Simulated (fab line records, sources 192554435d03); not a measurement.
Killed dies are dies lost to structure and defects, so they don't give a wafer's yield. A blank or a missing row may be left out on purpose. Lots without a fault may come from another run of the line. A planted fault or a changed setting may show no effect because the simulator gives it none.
A sampling plan put to the test | flow n5_finfet | one fab line, 40 faults that these records tell of, each judged on the records of the lots that it struck
The plan is the line's own looks: the steps of the route at which a gauge or an inspection reads the wafer and doesn't change it. A look can be judged if struck wafers have a number there and the file gives its usual mean and standard deviation on fault-free wafers. Caught: at a look after the fault's first step, the mean of the struck wafers lies 4 or more of those standard deviations (sigma) from the usual mean. On the tool: the same test on the tool's own readings at the fault's steps. Another recipe on the struck wafers, or a record that is blank for them alone, also counts as caught.

THE FAULTS, as the simulator had put them in
1. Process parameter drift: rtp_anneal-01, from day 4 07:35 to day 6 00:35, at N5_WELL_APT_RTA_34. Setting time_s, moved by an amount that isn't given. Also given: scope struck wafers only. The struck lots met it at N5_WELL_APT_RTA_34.
2. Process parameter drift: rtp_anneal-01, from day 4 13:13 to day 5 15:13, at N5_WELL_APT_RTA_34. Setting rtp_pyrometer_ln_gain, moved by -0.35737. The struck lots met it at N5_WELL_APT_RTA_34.
3. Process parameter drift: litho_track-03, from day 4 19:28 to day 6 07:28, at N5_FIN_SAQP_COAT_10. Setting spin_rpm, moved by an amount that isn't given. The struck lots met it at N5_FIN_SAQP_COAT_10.
4. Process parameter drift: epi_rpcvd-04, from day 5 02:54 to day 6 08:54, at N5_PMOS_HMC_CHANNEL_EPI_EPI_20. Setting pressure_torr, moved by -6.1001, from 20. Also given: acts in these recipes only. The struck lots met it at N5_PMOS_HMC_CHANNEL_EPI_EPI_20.
5. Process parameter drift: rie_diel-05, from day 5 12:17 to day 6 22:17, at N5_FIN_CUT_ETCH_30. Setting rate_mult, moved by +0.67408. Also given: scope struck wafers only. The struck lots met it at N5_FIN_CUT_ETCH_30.
6. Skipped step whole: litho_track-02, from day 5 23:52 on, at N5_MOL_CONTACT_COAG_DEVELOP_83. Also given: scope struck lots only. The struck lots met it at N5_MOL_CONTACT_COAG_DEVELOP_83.
7. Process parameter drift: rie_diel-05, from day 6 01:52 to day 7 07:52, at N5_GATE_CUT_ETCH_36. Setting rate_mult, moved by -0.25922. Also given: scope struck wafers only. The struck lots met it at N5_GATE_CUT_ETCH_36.
8. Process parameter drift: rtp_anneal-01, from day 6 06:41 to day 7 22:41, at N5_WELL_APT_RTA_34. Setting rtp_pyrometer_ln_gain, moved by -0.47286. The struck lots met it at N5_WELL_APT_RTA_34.
9. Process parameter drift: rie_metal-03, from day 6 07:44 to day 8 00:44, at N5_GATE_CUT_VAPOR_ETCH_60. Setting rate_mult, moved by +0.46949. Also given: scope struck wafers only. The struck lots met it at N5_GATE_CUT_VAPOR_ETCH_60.
10. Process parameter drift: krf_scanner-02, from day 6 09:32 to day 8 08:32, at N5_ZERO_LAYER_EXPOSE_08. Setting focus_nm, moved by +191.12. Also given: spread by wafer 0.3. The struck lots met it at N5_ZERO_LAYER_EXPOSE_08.
11. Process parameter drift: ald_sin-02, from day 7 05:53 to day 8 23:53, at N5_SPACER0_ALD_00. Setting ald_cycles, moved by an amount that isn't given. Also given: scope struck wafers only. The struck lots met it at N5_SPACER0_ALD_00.
12. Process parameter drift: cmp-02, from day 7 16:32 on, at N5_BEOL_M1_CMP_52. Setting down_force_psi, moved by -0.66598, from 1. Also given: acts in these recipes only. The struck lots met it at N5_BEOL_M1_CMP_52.
13. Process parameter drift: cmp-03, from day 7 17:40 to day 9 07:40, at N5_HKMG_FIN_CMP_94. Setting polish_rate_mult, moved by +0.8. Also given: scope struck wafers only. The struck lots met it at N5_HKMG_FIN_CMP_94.
14. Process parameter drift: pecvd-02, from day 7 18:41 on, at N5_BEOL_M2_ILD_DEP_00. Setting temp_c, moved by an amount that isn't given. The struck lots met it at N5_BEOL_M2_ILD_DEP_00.
15. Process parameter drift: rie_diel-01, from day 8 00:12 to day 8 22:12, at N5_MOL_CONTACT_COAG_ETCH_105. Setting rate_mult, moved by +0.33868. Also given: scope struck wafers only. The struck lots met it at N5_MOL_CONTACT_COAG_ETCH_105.
16. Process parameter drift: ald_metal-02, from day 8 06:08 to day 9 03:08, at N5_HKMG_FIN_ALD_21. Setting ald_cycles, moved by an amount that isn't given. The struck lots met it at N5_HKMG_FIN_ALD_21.
17. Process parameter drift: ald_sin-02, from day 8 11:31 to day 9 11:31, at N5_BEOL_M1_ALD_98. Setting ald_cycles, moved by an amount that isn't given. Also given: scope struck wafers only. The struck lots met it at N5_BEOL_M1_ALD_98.
18. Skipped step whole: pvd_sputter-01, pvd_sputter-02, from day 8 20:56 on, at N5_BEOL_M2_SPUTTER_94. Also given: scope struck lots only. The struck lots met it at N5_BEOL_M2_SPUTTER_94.
19. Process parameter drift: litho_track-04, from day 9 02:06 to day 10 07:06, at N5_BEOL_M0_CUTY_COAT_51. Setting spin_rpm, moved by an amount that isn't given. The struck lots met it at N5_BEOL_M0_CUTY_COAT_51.
20. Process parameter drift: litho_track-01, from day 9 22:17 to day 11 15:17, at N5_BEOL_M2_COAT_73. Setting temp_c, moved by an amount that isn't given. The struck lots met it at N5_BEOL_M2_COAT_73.
21. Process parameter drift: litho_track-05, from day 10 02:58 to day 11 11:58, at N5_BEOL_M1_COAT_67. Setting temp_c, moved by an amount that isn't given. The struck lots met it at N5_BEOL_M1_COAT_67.
22. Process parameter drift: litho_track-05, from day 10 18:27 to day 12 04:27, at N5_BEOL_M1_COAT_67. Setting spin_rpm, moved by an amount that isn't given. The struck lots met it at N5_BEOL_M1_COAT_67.
23. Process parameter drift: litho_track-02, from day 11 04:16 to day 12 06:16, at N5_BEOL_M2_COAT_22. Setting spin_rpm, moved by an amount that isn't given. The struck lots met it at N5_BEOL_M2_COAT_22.
24. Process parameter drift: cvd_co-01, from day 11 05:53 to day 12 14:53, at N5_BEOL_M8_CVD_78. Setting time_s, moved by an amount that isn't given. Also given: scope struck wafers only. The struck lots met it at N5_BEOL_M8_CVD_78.
25. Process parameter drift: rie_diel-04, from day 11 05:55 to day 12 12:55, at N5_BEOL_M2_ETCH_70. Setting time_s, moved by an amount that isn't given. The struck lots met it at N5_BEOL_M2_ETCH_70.
26. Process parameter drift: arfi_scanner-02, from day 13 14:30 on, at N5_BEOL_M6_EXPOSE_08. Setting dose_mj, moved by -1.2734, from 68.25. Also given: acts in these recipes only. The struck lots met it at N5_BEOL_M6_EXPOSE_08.
27. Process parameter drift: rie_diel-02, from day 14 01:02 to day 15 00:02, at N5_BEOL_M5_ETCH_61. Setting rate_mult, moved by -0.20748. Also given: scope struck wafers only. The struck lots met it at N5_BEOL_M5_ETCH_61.
28. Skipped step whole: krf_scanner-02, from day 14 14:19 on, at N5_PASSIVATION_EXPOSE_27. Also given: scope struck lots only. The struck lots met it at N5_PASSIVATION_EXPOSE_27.
29. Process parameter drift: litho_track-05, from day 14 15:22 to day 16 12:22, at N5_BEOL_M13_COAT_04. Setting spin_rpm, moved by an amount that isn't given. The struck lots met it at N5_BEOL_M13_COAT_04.
30. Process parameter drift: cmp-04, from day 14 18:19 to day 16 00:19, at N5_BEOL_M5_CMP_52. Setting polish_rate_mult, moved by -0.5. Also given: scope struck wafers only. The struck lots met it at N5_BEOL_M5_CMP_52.
31. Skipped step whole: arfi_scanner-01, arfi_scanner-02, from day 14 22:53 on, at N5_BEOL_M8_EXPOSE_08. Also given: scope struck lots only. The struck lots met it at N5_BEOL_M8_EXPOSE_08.
32. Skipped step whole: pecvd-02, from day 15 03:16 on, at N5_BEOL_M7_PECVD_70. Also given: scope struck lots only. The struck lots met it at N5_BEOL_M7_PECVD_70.
33. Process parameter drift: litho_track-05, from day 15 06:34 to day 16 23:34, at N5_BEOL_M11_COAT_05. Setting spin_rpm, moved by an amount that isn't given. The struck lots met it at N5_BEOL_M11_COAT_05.
34. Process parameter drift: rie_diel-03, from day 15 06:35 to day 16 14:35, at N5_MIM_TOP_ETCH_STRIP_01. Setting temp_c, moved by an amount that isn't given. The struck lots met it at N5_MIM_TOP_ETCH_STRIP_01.
35. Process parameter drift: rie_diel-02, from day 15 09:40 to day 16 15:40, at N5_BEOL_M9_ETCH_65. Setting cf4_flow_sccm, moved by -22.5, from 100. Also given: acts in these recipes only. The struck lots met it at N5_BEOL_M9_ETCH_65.
36. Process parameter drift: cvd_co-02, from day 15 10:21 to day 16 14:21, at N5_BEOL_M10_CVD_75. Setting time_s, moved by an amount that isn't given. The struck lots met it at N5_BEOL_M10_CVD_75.
37. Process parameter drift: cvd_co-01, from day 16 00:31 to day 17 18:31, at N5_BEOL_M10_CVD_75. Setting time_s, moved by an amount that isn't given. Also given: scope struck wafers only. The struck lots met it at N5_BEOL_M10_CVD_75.
38. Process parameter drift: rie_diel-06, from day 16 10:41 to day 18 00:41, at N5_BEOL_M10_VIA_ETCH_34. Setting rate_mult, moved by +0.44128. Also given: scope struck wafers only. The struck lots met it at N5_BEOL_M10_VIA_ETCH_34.
39. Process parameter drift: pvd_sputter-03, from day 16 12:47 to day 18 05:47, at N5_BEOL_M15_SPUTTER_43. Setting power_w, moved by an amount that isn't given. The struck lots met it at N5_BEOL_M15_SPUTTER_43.
40. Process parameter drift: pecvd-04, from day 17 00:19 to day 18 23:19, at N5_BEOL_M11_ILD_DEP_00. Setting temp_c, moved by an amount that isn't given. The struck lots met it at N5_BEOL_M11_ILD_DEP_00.

WHAT THE PLAN SAW
fault | on the tool itself                               | first look that catches it                      | reading, sigma                                          | median hours from its first step to that look | hours from the fault's start to the first struck lot there | judged looks passed uncaught
1     | lamp_zone_5_pct +7.4 sigma                       | not the one look that can be judged after it    | -                                                       | -                                             | -                                                          | 1
2     | lamp_zone_7_pct +45 sigma                        | not the one look that can be judged after it    | -                                                       | -                                             | -                                                          | 1
3     | spin_speed_rpm +99 or beyond sigma               | not the one look that can be judged after it    | -                                                       | -                                             | -                                                          | 1
4     | chamber_pressure_Torr -99 or beyond sigma        | N5_BEOL_M4_RC_MEAS_101                          | VT_P_LONG -4.4                                          | 196.8                                         | 199                                                        | 1
5     | etch_rf_on_time_s -16 sigma                      | not the one look that can be judged after it    | -                                                       | -                                             | -                                                          | 1
6     | the tool's record is blank for the struck wafers | no look after it can be judged                  | -                                                       | -                                             | -                                                          | 0
7     | etch_rf_on_time_s +15 sigma                      | not the one look that can be judged after it    | -                                                       | -                                             | -                                                          | 1
8     | lamp_zone_7_pct +62 sigma                        | not the one look that can be judged after it    | -                                                       | -                                             | -                                                          | 1
9     | oes_product_au +4.1 sigma                        | not the one look that can be judged after it    | -                                                       | -                                             | -                                                          | 1
10    | exposure_dose_mJ_cm2 -4.4 sigma                  | none of the 2 looks that can be judged after it | -                                                       | -                                             | -                                                          | 2
11    | under 2 sigma                                    | not the one look that can be judged after it    | -                                                       | -                                             | -                                                          | 1
12    | overpolish_run_s -99 or beyond sigma             | not the one look that can be judged after it    | -                                                       | -                                             | -                                                          | 1
13    | under 2 sigma                                    | none of the 2 looks that can be judged after it | -                                                       | -                                             | -                                                          | 2
14    | susceptor_temp_C -7.5 sigma                      | not the one look that can be judged after it    | -                                                       | -                                             | -                                                          | 1
15    | etch_rf_on_time_s -14 sigma                      | not the one look that can be judged after it    | -                                                       | -                                             | -                                                          | 1
16    | under 2 sigma                                    | not the one look that can be judged after it    | -                                                       | -                                             | -                                                          | 1
17    | under 2 sigma                                    | not the one look that can be judged after it    | -                                                       | -                                             | -                                                          | 1
18    | the tool's record is blank for the struck wafers | not the one look that can be judged after it    | -                                                       | -                                             | -                                                          | 1
19    | spin_speed_rpm +99 or beyond sigma               | not the one look that can be judged after it    | -                                                       | -                                             | -                                                          | 1
20    | plate_temp_C -99 or beyond sigma                 | not the one look that can be judged after it    | -                                                       | -                                             | -                                                          | 1
21    | plate_temp_C -29 sigma                           | none of the 2 looks that can be judged after it | -                                                       | -                                             | -                                                          | 2
22    | spin_speed_rpm -68 sigma                         | not the one look that can be judged after it    | -                                                       | -                                             | -                                                          | 1
23    | spin_speed_rpm -79 sigma                         | not the one look that can be judged after it    | -                                                       | -                                             | -                                                          | 1
24    | run_length_s -99 or beyond sigma                 | no look after it can be judged                  | -                                                       | -                                             | -                                                          | 0
25    | run_length_s -93 sigma                           | none of the 2 looks that can be judged after it | -                                                       | -                                             | -                                                          | 2
26    | exposure_dose_mJ_cm2 -13 sigma                   | no look after it can be judged                  | -                                                       | -                                             | -                                                          | 0
27    | etch_rf_on_time_s +11 sigma                      | no look after it can be judged                  | -                                                       | -                                             | -                                                          | 0
28    | no reading that can be judged                    | no look after it can be judged                  | -                                                       | -                                             | -                                                          | 0
29    | spin_speed_rpm +40 sigma                         | no look after it can be judged                  | -                                                       | -                                             | -                                                          | 0
30    | overpolish_run_s -99 or beyond sigma             | N5_BEOL_M5_THK_MEAS_53                          | M5_THK +51                                              | 0.2                                           | 15                                                         | 0
31    | no reading that can be judged                    | no look after it can be judged                  | -                                                       | -                                             | -                                                          | 0
32    | the tool's record is blank for the struck wafers | no look after it can be judged                  | -                                                       | -                                             | -                                                          | 0
33    | spin_speed_rpm -99 or beyond sigma               | no look after it can be judged                  | -                                                       | -                                             | -                                                          | 0
34    | temp_c -18 sigma                                 | no look after it can be judged                  | -                                                       | -                                             | -                                                          | 0
35    | cf4_flow_sccm -77 sigma                          | no look after it can be judged                  | -                                                       | -                                             | -                                                          | 0
36    | run_length_s +99 or beyond sigma                 | no look after it can be judged                  | -                                                       | -                                             | -                                                          | 0
37    | run_length_s -83 sigma                           | no look after it can be judged                  | -                                                       | -                                             | -                                                          | 0
38    | only faintly: oes_product_au +2.9 sigma          | no look after it can be judged                  | -                                                       | -                                             | -                                                          | 0
39    | cathode_dc_power_W +99 or beyond sigma           | no look after it can be judged                  | -                                                       | -                                             | -                                                          | 0
40    | susceptor_temp_C -39 sigma                       | not the one look that can be judged after it    | strongest: M11_ILD_THK at N5_BEOL_M11_THK_MEAS_01, +2.8 | -                                             | -                                                          | 1
A dash: the fault isn't caught, or these records don't give the number.

Caught at a look: 2 of 40. Caught on the tool: 33 of 40. By one or the other: 33 of 40.
Caught on the tool alone: faults 1, 2, 3, 5, 6, 7, 8, 9, 10, 12, 14, 15, 18, 19, 20, 21, 22, 23, 24, 25, 26, 27, 29, 32, 33, 34, 35, 36, 37, 39, 40.
Caught by neither: faults 11, 13, 16, 17, 28, 31, 38.

THINNER SAMPLING
If the look that catches a fault measured only every second or every third lot, by lot number, the first struck lot would be measured this late in the worst case:
fault | struck lots at that look, in order of time | every lot | every second lot | every third lot
4     | L216, L217                                 | 199 h     | 207 h            | may miss all 2
30    | L604, L607                                 | 15 h      | 16 h             | may miss all 2
Hours are from the fault's start to the first struck lot that is measured. The limit of 4 sigma was tested on all struck wafers together, so one lot alone may lie under it. Other struck lots may not be in these records.

THE LONGEST TIMED WAY FROM STEP TO LOOK
Fault 4: a median of 196.8 hours passes between N5_PMOS_HMC_CHANNEL_EPI_EPI_20 and N5_BEOL_M4_RC_MEAS_101. The look between them that can be judged stayed within 4 sigma: N5_FIN_SAQP_CD_MEAS_16.
